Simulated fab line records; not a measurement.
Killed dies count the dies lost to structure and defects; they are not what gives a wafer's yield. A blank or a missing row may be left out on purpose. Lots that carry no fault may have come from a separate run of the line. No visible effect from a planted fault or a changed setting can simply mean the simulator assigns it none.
Matching of chambers -- flow n5-finfet -- 4 sister chambers for N5_DUMMY_GATE_STRIP_41 on rie-diel-04
The step strips in O2. 16 wafers are shown with their chamber, then 8 later ones without.

## WAFERS WITH THEIR CHAMBER
wafer,chamber,drypump-motor-current-A (A),showerhead-plenum-p-Torr (Torr),throttle-valve-pct (%)
L076.1,1,6.01,2.05,16.33
L076.3,3,6.21,2.10,16.87
L076.5,3,6.22,2.10,16.87
L080.2,0,5.53,2.00,16.63
L080.4,3,6.22,2.09,16.87
L080.5,3,6.21,2.09,16.88
L081.1,1,5.99,2.05,16.33
L081.5,0,5.51,2.00,16.65
L081.6,3,6.21,2.09,16.89
L082.1,2,5.61,1.98,16.69
L082.4,0,5.53,2.00,16.65
L082.6,1,6.01,2.05,16.35
L084.1,1,6.02,2.05,16.38
L084.2,0,5.52,2.00,16.66
L084.3,2,5.67,1.97,16.71
L088.3,2,5.60,1.97,16.71

SIGNATURES, as means of the wafers listed above
reading,chamber 0,chamber 1,chamber 2,chamber 3,scatter within a chamber
drypump-motor-current-A,5.5225,6.0075,5.6267,6.2140,0.0176
showerhead-plenum-p-Torr,2.0000,2.0500,1.9733,2.0940,0.00394
throttle-valve-pct,16.6475,16.3475,16.7033,16.8760,0.0151
Rule: distance of a wafer from a chamber = root of the sum over the readings of ((wafer's reading minus chamber's mean) / reading's scatter) squared. The wafer belongs to the nearest chamber; if the next one is less than 2 further off, it can't be placed. The scatter: take each reading less its chamber's mean, square it, sum over the shown wafers, divide by the number of wafers less the number of chambers, and take the root.

## WAFERS MISSING THEIR CHAMBER
wafer,drypump-motor-current-A (A),showerhead-plenum-p-Torr (Torr),throttle-valve-pct (%)
L088.4,6.00,2.04,16.38
L088.6,5.50,1.99,16.67
L093.1,6.02,2.04,16.41
L093.3,6.21,2.09,16.93
L093.4,5.60,1.97,16.72
L096.1,5.50,1.99,16.70
L096.4,6.24,2.08,16.94
L096.5,6.00,2.04,16.40

## CHAMBER TAKEN BY EACH
wafer,from the rows above,in truth
L088.4,1,1
L088.6,0,0
L093.1,1,1
L093.3,3,3
L093.4,2,2
L096.1,0,0
L096.4,3,3
L096.5,1,1
8 of 8 placed correctly. Not placeable from these rows: 0. Wrongly placed: 0.
